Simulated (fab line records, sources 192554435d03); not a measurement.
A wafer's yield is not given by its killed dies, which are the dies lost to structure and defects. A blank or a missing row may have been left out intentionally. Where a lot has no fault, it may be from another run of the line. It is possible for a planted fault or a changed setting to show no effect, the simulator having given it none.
Chamber matching -- flow n5-finfet -- rie-diel-01 running N5_STI_FIN_REVEAL_ETCHBACK_08: 4 sister chambers
The step etches SiO2 in C4F6/O2, target depth 30.5 nm, time 10.167 s. 4 wafers are shown with their chamber, then 7 later ones without.

## WAFERS PAIRED WITH THEIR CHAMBERS
wafer,chamber,drypump-motor-current-A (A)
L078.5,3,6.1
L079.6,1,6.7
L087.2,0,6.0
L087.3,2,5.1

## WAFERS MISSING THEIR CHAMBER
wafer,drypump-motor-current-A (A)
L087.5,6.7
L090.1,6.0
L090.3,6.7
L090.4,6.0
L091.1,6.7
L091.2,5.2
L091.5,5.2

## CHAMBER TAKEN BY EACH
wafer,from the rows above,in truth
L087.5,1,1
L090.1,can't be placed: 0 or 3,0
L090.3,1,1
L090.4,can't be placed: 0 or 3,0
L091.1,1,1
L091.2,2,2
L091.5,2,2
Placed correctly: 5 of 7. Not placeable from these rows: 2 (in 2, the candidates include the true chamber). 0 placed wrongly.
How it was worked out, from the rows above alone: a wafer's distance from a chamber is the root of the sum, over the readings, of the square of ((its reading less the chamber's mean) divided by the reading's scatter). The wafer belongs to the nearest chamber; if the next one is less than 2 further off, it can't be placed. The mean given for a chamber averages the wafers shown for that chamber. The scatter: with one shown wafer a chamber, the root of the mean of the squares of how far each hidden wafer lies from its nearest shown one.
